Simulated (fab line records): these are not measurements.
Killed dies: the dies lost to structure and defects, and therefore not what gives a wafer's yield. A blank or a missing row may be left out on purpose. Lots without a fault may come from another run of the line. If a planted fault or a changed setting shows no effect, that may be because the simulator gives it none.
What tool caused it? ; flow n5 finfet ; 63 wafers sampled from 21 lots at 1 step of a route of 1938

== WHAT THE GAUGES SHOWED, per wafer ==
N5_SD_EPI_P_CD_MEAS_09: the cd target is 240 nm. Usual: cd nm reads 240.0 nm (standard deviation 0.74).
lot;measured;on;cd nm (nm);flag
L075;day 3 12:20;cd sem-01;241.3 240.0 241.2;
L076;day 3 16:20;cd sem-02;240.1 240.3 239.8;
L078;day 4 10:02;cd sem-01;238.8 239.5 239.7;
L079;day 4 12:34;cd sem-02;238.2 239.1 239.2;
L080;day 4 15:46;cd sem-01;240.6 240.8 240.5;
L081;day 4 22:38;cd sem-03;240.4 240.1 240.9;
L082;day 5 05:49;cd sem-02;239.3 239.3 239.8;
L083;day 5 10:17;cd sem-03;240.6 239.4 239.8;
L084;day 5 18:51;cd sem-03;239.6 240.7 240.4;
L086;day 6 06:56;cd sem-02;240.1 240.3 240.5;
L087;day 6 11:52;cd sem-03;241.0 240.2 240.8;
L088;day 6 20:10;cd sem-01;240.3 240.3 238.6;
L089;day 6 22:37;cd sem-02;239.4 239.9 240.5;
L090;day 7 05:40;cd sem-01;239.5 240.0 240.2;
L091;day 7 10:25;cd sem-02;240.3 239.4 239.5;
L092;day 7 18:58;cd sem-01;239.3 238.6 239.1;
L093;day 7 23:08;cd sem-03;239.0 239.4 239.5;
L094;day 8 07:14;cd sem-02;240.1 239.8 239.7;
L095;day 8 11:09;cd sem-01;240.9 240.5 240.6;
L096;day 8 19:53;cd sem-03;240.5 239.7 240.2;
L097;day 8 21:45;cd sem-03;241.0 241.3 239.9;

== WHAT TOOL EACH LOT RAN ON (gives the tool, then ch and the chambers of the sampled wafers, and finally the start) ==
The record holds no process step before these readings.

== WHAT THE TOOLS THEMSELVES READ (means of the sampled wafers that have a number; where no wafer has one, the mark that the record gives instead) ==
The record holds no such reading with a usual standard deviation.

== THE ANSWER, worked out from the rows above alone ==
Rule: a lot counts as off when the mean over its wafers that have a number is more than 3 standard deviations away from the usual mean. Also off: a lot with no number at a reading for which 4 or more lots have one. All remaining lots with rows at the step are treated as sound. Order of review: gauges by route order, followed by the tools' own readings, for which a lot's mean as printed above is used. At the first step where some lot is off, the reading lying furthest off is the one used; lots without a number count as furthest.
No lot is off at any reading shown: from this, nothing can be told.

== WHAT WAS PUT IN BY THE SIMULATOR ==
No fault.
